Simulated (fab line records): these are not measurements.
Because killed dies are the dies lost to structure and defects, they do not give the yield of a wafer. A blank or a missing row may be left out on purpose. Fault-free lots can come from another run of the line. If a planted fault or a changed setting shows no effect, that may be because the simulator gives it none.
Matching of chambers || flow n5 finfet || 4 sister chambers for N5_BEOL_M0_CUTY_ETCH_62 on rie diel-04
The step etches SiARC in CF4, time 58.5 s. 8 wafers are shown with their chamber, then 8 later ones without.

EACH WAFER AND ITS CHAMBER
{"wafer": "L078.6", "chamber": 2, "showerhead plenum p Torr (Torr)": 2.10, "drypump motor current A (A)": 6.1}
{"wafer": "L082.1", "chamber": 3, "showerhead plenum p Torr (Torr)": 2.12, "drypump motor current A (A)": 6.0}
{"wafer": "L083.3", "chamber": 2, "showerhead plenum p Torr (Torr)": 2.10, "drypump motor current A (A)": 6.2}
{"wafer": "L083.5", "chamber": 0, "showerhead plenum p Torr (Torr)": 2.27, "drypump motor current A (A)": 6.4}
{"wafer": "L084.1", "chamber": 1, "showerhead plenum p Torr (Torr)": 2.04, "drypump motor current A (A)": 6.1}
{"wafer": "L084.2", "chamber": 0, "showerhead plenum p Torr (Torr)": 2.27, "drypump motor current A (A)": 6.4}
{"wafer": "L084.5", "chamber": 1, "showerhead plenum p Torr (Torr)": 2.04, "drypump motor current A (A)": 6.1}
{"wafer": "L090.1", "chamber": 3, "showerhead plenum p Torr (Torr)": 2.11, "drypump motor current A (A)": 6.0}

WAFERS WITH NO CHAMBER GIVEN
{"wafer": "L090.4", "showerhead plenum p Torr (Torr)": 2.03, "drypump motor current A (A)": 6.1}
{"wafer": "L090.5", "showerhead plenum p Torr (Torr)": 2.09, "drypump motor current A (A)": 6.1}
{"wafer": "L092.1", "showerhead plenum p Torr (Torr)": 2.11, "drypump motor current A (A)": 6.0}
{"wafer": "L092.3", "showerhead plenum p Torr (Torr)": 2.03, "drypump motor current A (A)": 6.1}
{"wafer": "L092.5", "showerhead plenum p Torr (Torr)": 2.27, "drypump motor current A (A)": 6.4}
{"wafer": "L093.3", "showerhead plenum p Torr (Torr)": 2.26, "drypump motor current A (A)": 6.4}
{"wafer": "L093.5", "showerhead plenum p Torr (Torr)": 2.11, "drypump motor current A (A)": 6.0}
{"wafer": "L093.6", "showerhead plenum p Torr (Torr)": 2.27, "drypump motor current A (A)": 6.4}

THE CHAMBER EACH PASSED THROUGH
{"wafer": "L090.4", "from the rows above": 1, "in truth": 1}
{"wafer": "L090.5", "from the rows above": 2, "in truth": 2}
{"wafer": "L092.1", "from the rows above": 3, "in truth": 3}
{"wafer": "L092.3", "from the rows above": 1, "in truth": 1}
{"wafer": "L092.5", "from the rows above": 0, "in truth": 0}
{"wafer": "L093.3", "from the rows above": 0, "in truth": 0}
{"wafer": "L093.5", "from the rows above": 3, "in truth": 3}
{"wafer": "L093.6", "from the rows above": 0, "in truth": 0}
8 of 8 placed correctly. Left unplaced by these rows: 0. 0 placed wrongly.
How it was worked out, from the rows above alone: a wafer's distance from a chamber is the root of the sum, over the readings, of the square of ((its reading less the chamber's mean) divided by the reading's scatter). If the next closest chamber is less than 2 further off than the closest, the wafer can't be placed; otherwise it belongs to the closest. A chamber's mean is the mean of its shown wafers. How the scatter is found: for the shown wafers, subtract from each reading the mean of its chamber, square and add these, divide the total by (wafers less chambers), then take the root.
